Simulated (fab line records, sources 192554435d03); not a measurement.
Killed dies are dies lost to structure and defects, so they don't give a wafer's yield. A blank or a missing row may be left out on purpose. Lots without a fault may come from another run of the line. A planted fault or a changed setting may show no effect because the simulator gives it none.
Split-lot experiment | flow n5_finfet | 7 lots, 21 wafers read, on a route of 1938 steps

THE SPLIT
At N5_BEOL_M4_ETCH_70 (etches SOC in N2/H2, target depth 80 nm, overetch 24 nm, time 130 s), the setting bias_w was moved away from the recipe's 150 W on 8 of the 21 wafers read, by -15.5% to +6.7%. The other wafers ran this setting at the recipe's value.

The reading is taken at the split's own step.

THE READING
rf_vpp_V, in V, at N5_BEOL_M4_ETCH_70 (etches SOC in N2/H2, target depth 80 nm, overetch 24 nm, time 130 s). Fault-free wafers of this fab line usually give 523.3 V, standard deviation 2.5 V.

wafer  | tool, chamber at the split | bias_w as run, W | against the recipe | rf_vpp_V, V | against lot-mates on the recipe
L077.1 | rie_diel-06, 0             | 160.1            | +6.7%              | 549.3       | +22.3
L077.4 | rie_diel-06, 1             | 160.1            | +6.7%              | 543.5       | +16.5
L077.6 | rie_diel-06, 2             | 150              | recipe             | 527.0       | -
L076.1 | rie_diel-06, 3             | 150              | recipe             | 522.3       | -
L076.2 | rie_diel-06, 2             | 142              | -5.3%              | 508.0       | -14.3
L076.3 | rie_diel-06, 0             | 142              | -5.3%              | 508.4       | -13.9
L080.2 | rie_diel-02, 2             | 150              | recipe             | 519.7       | -
L080.3 | rie_diel-02, 0             | 150              | recipe             | 521.1       | -
L080.5 | rie_diel-02, 0             | 150              | recipe             | 521.2       | -
L083.2 | rie_diel-02, 1             | 157.7            | +5.1%              | 540.0       | +16.1
L083.4 | rie_diel-02, 3             | 157.7            | +5.1%              | 543.7       | +19.8
L083.6 | rie_diel-02, 1             | 150              | recipe             | 523.9       | -
L084.2 | rie_diel-06, 0             | 126.7            | -15.5%             | 473.1       | -53.5
L084.4 | rie_diel-06, 3             | 126.7            | -15.5%             | 468.8       | -57.8
L084.6 | rie_diel-06, 2             | 150              | recipe             | 526.6       | -
L093.1 | rie_diel-02, 0             | 150              | recipe             | 520.2       | -
L093.2 | rie_diel-02, 1             | 150              | recipe             | 522.6       | -
L093.4 | rie_diel-02, 2             | 150              | recipe             | 519.8       | -
L094.2 | rie_diel-02, 1             | 150              | recipe             | 524.7       | -
L094.3 | rie_diel-02, 0             | 150              | recipe             | 519.9       | -
L094.4 | rie_diel-02, 1             | 150              | recipe             | 523.8       | -

THE FIT
A straight line over all 21 wafers: rf_vpp_V changes by +3.35 V for each +1% of bias_w; r = +0.99; the points scatter about the line by 2.7 V.
The same after taking each lot's own level away (the mean of its wafers on the recipe; 21 wafers): +3.4 V for each +1%; r = +0.99; scatter 2.6 V.
On that fit, the largest move of bias_w shifts the reading by 53 V.
The lots' own levels span 520.67 to 527.00 V, that is 2.5 times the standard deviation above.
So the lot-to-lot level changes the slope little: the two slopes agree.
Check: with one of the wafers moved furthest among these (-15.5%) left out of the fit, the line predicts -52.7 V for it against its lot-mates. It came out at -53.5 V against them.
Tool readings at the split's step, against how far the setting was moved: rf_vpp_V r = +0.99.

OTHER SPLITS ON THESE WAFERS
These wafers also went through other splits before the reading. Each is held against what the fit with the lots' levels taken away leaves over:
other split on the same wafers | wafers away from the commonest value | r with rf_vpp_V (lot level and that fit taken away)
N5_BEOL_M1_ETCH_64 source_w    | 4                                    | -0.01
N5_BEOL_M2_ILD_DEP_00 time_s   | 7                                    | -0.04
N5_BEOL_M3_PECVD_72 temp_c     | 6                                    | +0.12
N5_BEOL_M3_COAT_05 spin_rpm    | 7                                    | +0.12
N5_BEOL_M3_VIA_ETCH_34 bias_w  | 10                                   | -0.28

THE WHOLE CHAIN: every reading that the file lists as answering this split, in the file's order
step               | what it does                                                        | reading                                                                          | change (the file's fit)                | r (the file's)
N5_BEOL_M4_ETCH_70 | etches SOC in N2/H2, target depth 80 nm, overetch 24 nm, time 130 s | rf_vpp_V                                                                         | +3.41 V for each +1% of the setting    | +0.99
N5_BEOL_M4_ETCH_70 | etches SOC in N2/H2, target depth 80 nm, overetch 24 nm, time 130 s | SiARC_of_BEOL_M4_COAT_68.thk_nm (the simulator's own value, which no gauge read) | -0.0973 nm for each +1% of the setting | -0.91

THE FILE'S OWN FIT
rf_vpp_V changes by +3.41 V for each +1% of bias_w, r = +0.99.
